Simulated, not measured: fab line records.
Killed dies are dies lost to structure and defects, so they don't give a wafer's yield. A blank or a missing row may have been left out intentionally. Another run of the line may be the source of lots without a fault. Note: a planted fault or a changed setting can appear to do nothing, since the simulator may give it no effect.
A single fault, viewed from 3 desks + flow nand harc + only its own numbers are on each desk; what lay behind them is given at the end

== FOR THE TOOL OWNER'S DESK: pecvd onon-04 ==
The tool's own readings at NHARC_A_ONON_D2_DEP_12 (target thk 1000 nm): means of the sampled wafers that have a number, for each lot that ran on this tool. A lot is out of limits, marked OUT, if its mean lies more than 4 standard deviations from the usual mean; the brackets give that distance.
Columns: A = susceptor temp C at NHARC_A_ONON_D2_DEP_12, usual 400.02 C
| lot  | first seen here | A      |
|------|-----------------|--------|
| L260 | day 14 13:56    | 400.23 |
| L264 | day 16 20:37    | 400.34 |
| L266 | day 17 11:07    | 399.98 |
| L276 | day 21 11:54    | 400.08 |
Finding of this desk: none of the 4 lots has anything out of limits.

== AT THE METROLOGY DESK ==
What the gauges read for every lot (on any tool): the sampled wafers with a number, averaged. A lot is out of limits, marked OUT, if its mean lies more than 4 standard deviations from the usual mean; the brackets give that distance.
Columns: A = thk nm at NHARC_A_DECK1_JOINT_THK_MEAS_17, usual 45.1 nm; B = thk nm at NHARC_A_ONON_D2_THK_MEAS_02, usual 999 nm; C = thk nm at NHARC_A_ONON_D2_THK_MEAS_05, usual 1003 nm; D = thk nm at NHARC_A_ONON_D2_THK_MEAS_08, usual 997 nm; E = thk nm at NHARC_A_ONON_D2_THK_MEAS_11, usual 1001 nm; F = thk nm at NHARC_A_ONON_D2_THK_MEAS_14, usual 1001 nm
| lot  | first seen here | A    | B    | C    | D    | E    | F             |
|------|-----------------|------|------|------|------|------|---------------|
| L256 | day 12 22:02    | 44.3 | 996  | 1028 | 1019 | 1021 | 1003          |
| L260 | day 14 11:32    | 45.1 | 997  | 997  | 1011 | 988  | 1006          |
| L264 | day 16 18:08    | 46.4 | 997  | 1009 | 982  | 998  | 744 (-32) OUT |
| L266 | day 17 08:38    | 45.9 | 1006 | 992  | 1007 | 1003 | 748 (-32) OUT |
| L274 | day 20 03:50    | 43.9 | 989  | 1004 | 1009 | 1009 | 1001          |
| L276 | day 21 09:33    | 45.3 | 978  | 987  | 989  | 1005 | 1011          |
This desk's finding: out of limits on L264, L266; first on L264, day 16 21:01 (thk nm at NHARC_A_ONON_D2_THK_MEAS_14). In limits: L256, L260, L274, L276.

== THE DEFECT DESK ==
For each lot, the counts of the inspections along the route, averaged over the sampled wafers that have a number. A lot is out of limits, marked OUT, if its mean lies more than 4 standard deviations from the usual mean; the brackets give that distance.
Columns: A = raw defect count at NHARC_A_DECK1_JOINT_INSPECT_05, usual 328
| lot  | first seen here | A   |
|------|-----------------|-----|
| L256 | day 12 22:05    | 192 |
| L260 | day 14 11:34    | 261 |
| L264 | day 16 18:10    | 455 |
| L266 | day 17 08:41    | 289 |
| L274 | day 20 03:52    | 289 |
| L276 | day 21 09:35    | 290 |
Finding of this desk: none of the 6 lots has anything out of limits.

== TAKEN TOGETHER ==
The metrology desk could have raised an alarm at day 16 21:01, on L264, L266.
The desk of the tool owner found nothing out of limits.
No out-of-limits result turned up at the defect desk.
The tool owner's desk has L264, L266 on record, within its limits.
The defect desk has L264, L266 on record, within its limits.
Of the lots named, all ran NHARC_A_ONON_D2_DEP_12 on pecvd onon-04.

== WHAT WAS PUT IN BY THE SIMULATOR ==
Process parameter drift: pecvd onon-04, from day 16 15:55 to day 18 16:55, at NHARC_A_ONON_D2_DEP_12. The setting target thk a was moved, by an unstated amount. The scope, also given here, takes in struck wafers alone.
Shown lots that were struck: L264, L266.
Hours from the fault's start to each desk's first reading out of limits: the metrology desk, 5.
